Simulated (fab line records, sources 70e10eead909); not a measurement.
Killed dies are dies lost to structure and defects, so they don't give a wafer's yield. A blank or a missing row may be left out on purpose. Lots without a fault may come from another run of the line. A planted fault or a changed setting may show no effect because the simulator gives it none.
Chamber matching | flow nand_harc | NHARC_A_STAIRCASE_DEP_471 on pecvd-04: 3 sister chambers
The step deposits SiO2, target thk 100 nm. 3 wafers are shown with their chamber, then 9 later ones without.

WAFERS WITH THEIR CHAMBER
wafer  | chamber | throttle_valve_pct (%)
L086.5 | 1       | 15.2
L089.1 | 0       | 16.4
L089.6 | 2       | 16.4

WAFERS WITHOUT THEIR CHAMBER
wafer  | throttle_valve_pct (%)
L088.2 | 16.5
L088.4 | 15.5
L088.5 | 16.4
L091.2 | 16.7
L091.3 | 16.4
L091.4 | 15.4
L097.2 | 16.2
L097.3 | 16.1
L097.4 | 15.3

WHICH CHAMBER EACH WENT THROUGH
wafer  | from the rows above     | in truth
L088.2 | can't be placed: 0 or 2 | 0
L088.4 | 1                       | 1
L088.5 | can't be placed: 0 or 2 | 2
L091.2 | can't be placed: 0 or 2 | 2
L091.3 | can't be placed: 0 or 2 | 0
L091.4 | 1                       | 1
L097.2 | can't be placed: 0 or 2 | 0
L097.3 | can't be placed: 0 or 2 | 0
L097.4 | 1                       | 1
Placed correctly: 3 of 9. Can't be placed from these rows: 6 (the true chamber is among the candidates in 6). Placed wrongly: 0.
How it was worked out, from the rows above alone: a wafer's distance from a chamber is the root of the sum, over the readings, of the square of ((its reading less the chamber's mean) divided by the reading's scatter). The wafer belongs to the nearest chamber; if the next one is less than 2 further off, it can't be placed. A chamber's mean is the mean of its shown wafers. The scatter: with one shown wafer a chamber, the root of the mean of the squares of how far each hidden wafer lies from its nearest shown one.
